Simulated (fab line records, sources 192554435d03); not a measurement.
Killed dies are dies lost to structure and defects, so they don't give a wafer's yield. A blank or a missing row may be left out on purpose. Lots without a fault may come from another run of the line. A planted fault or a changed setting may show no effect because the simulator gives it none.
Which tool did it? | flow n5_finfet | 12 lots, 36 wafers sampled, at 6 steps of a route of 1938

WHAT THE GAUGES READ, wafer by wafer
N5_BEOL_M3_CD_MEAS_18: pitch 36 nm, target cd 18 nm.
lot  | measured     | on        | cd_nm (nm)
L075 | day 7 08:38  | cd_sem-01 | 18.3 17.7 18.4
L077 | day 7 21:24  | cd_sem-03 | 17.3 18.1 17.8
L079 | day 8 10:30  | cd_sem-02 | 17.8 17.7 18.0
L082 | day 8 22:17  | cd_sem-03 | 17.5 18.1 17.6
L081 | day 9 02:19  | cd_sem-01 | 18.2 18.2 18.3
L085 | day 9 13:26  | cd_sem-03 | 17.7 17.7 17.8
L088 | day 10 15:34 | cd_sem-01 | 18.5 17.8 17.7
L089 | day 10 17:49 | cd_sem-03 | 18.3 17.6 18.2
L091 | day 10 20:02 | cd_sem-01 | 17.7 18.2 17.9
L093 | day 11 17:30 | cd_sem-02 | 18.3 17.7 17.6
L094 | day 12 13:44 | cd_sem-02 | 18.4 18.7 18.0
L097 | day 12 20:20 | cd_sem-01 | 18.4 18.6 18.4

WHICH TOOL RAN EACH LOT (tool, then ch and the chambers of the sampled wafers, then the start)
lot  | N5_BEOL_M2_SPUTTER_81        | N5_BEOL_M2_ANNEAL_87         | N5_BEOL_M3_PECVD_72             | N5_BEOL_M3_STRIP_66                | N5_BEOL_M3_STRIP_19
L075 | pvd_sputter-03, day 7 03:09  | pvd_sputter-03, day 7 03:27  | pecvd-02 ch 0,2, day 7 05:41    | rie_diel-04 ch 0,2,3, day 7 08:25  | rie_diel-04 ch 1,2,3, day 7 08:34
L077 | pvd_sputter-03, day 7 17:03  | pvd_sputter-03, day 7 17:21  | pecvd-04 ch 0,1,2, day 7 19:35  | rie_diel-03 ch 0,1,2, day 7 21:11  | rie_diel-04 ch 1,2, day 7 21:20
L079 | pvd_sputter-01, day 8 05:12  | pvd_sputter-01, day 8 05:30  | pecvd-02 ch 1,2, day 8 08:14    | rie_diel-04 ch 0,1,2, day 8 10:17  | rie_diel-06 ch 0,1,3, day 8 10:26
L082 | pvd_sputter-02, day 8 17:53  | pvd_sputter-02, day 8 18:11  | pecvd-03 ch 0,1,2, day 8 20:31  | rie_diel-03 ch 1,2,3, day 8 21:58  | rie_diel-03 ch 1,2,3, day 8 22:12
L081 | pvd_sputter-03, day 8 19:43  | pvd_sputter-03, day 8 20:01  | pecvd-04 ch 0,1,2, day 8 23:06  | rie_diel-03 ch 0,2,3, day 9 02:05  | rie_diel-06 ch 0,1,3, day 9 02:14
L085 | pvd_sputter-01, day 9 07:15  | pvd_sputter-01, day 9 07:33  | pecvd-02 ch 0,1,2, day 9 09:50  | rie_diel-06 ch 0,1,3, day 9 13:05  | rie_diel-06 ch 1,2, day 9 13:22
L088 | pvd_sputter-02, day 10 11:23 | pvd_sputter-02, day 10 11:41 | pecvd-02 ch 0,1, day 10 13:57   | rie_diel-04 ch 0,1,3, day 10 15:20 | rie_diel-03 ch 0,2,3, day 10 15:29
L089 | pvd_sputter-03, day 10 13:36 | pvd_sputter-03, day 10 13:54 | pecvd-04 ch 0,1,2, day 10 16:10 | rie_diel-03 ch 0,2,3, day 10 17:35 | rie_diel-06 ch 0,2, day 10 17:45
L091 | pvd_sputter-01, day 10 16:03 | pvd_sputter-01, day 10 16:21 | pecvd-03 ch 0,1,2, day 10 18:42 | rie_diel-04 ch 0,1,2, day 10 19:49 | rie_diel-03 ch 0,2,3, day 10 19:58
L093 | pvd_sputter-02, day 11 10:08 | pvd_sputter-02, day 11 10:26 | pecvd-04 ch 0,1,2, day 11 12:41 | rie_diel-03 ch 0,1,3, day 11 17:15 | rie_diel-03 ch 0,1,3, day 11 17:27
L094 | pvd_sputter-01, day 12 08:48 | pvd_sputter-01, day 12 09:06 | pecvd-04 ch 0,1, day 12 11:33   | rie_diel-03 ch 0,1,3, day 12 13:08 | rie_diel-03 ch 0,2,3, day 12 13:39
L097 | pvd_sputter-03, day 12 13:33 | pvd_sputter-03, day 12 13:51 | pecvd-03 ch 1,2, day 12 16:05   | rie_diel-06 ch 0,1,2, day 12 20:07 | rie_diel-04 ch 0,2, day 12 20:16
- N5_BEOL_M2_SPUTTER_81: material Cu, target thk 4.5 nm, time 8.29 s.
- N5_BEOL_M2_ANNEAL_87: time 240 s.
- N5_BEOL_M3_PECVD_72: deposits SiO2 from TEOS/O2, target thk 16 nm, time 18 s.
- N5_BEOL_M3_STRIP_66: strips in CF4.
- N5_BEOL_M3_STRIP_19: strips in O2.

THE ANSWER, worked out from the rows above alone
Rule: what is usual is taken from the lots themselves. Put in order of their means at a reading, lots are off if they are a third of the lots or fewer, leave a main group of 4 or more, and stand apart from it by a gap of 3 or more times the standard deviation of the main group's means; of several such gaps the widest counts. A main group whose means are all the same, to the digits that the tables above print for the reading, isn't used. A lot without any number at a reading at which 4 lots or more have one is off too. The other lots that the step has rows for count as sound.
No lot is off at any reading shown: from this, nothing can be told.

WHAT THE SIMULATOR HAD PUT IN
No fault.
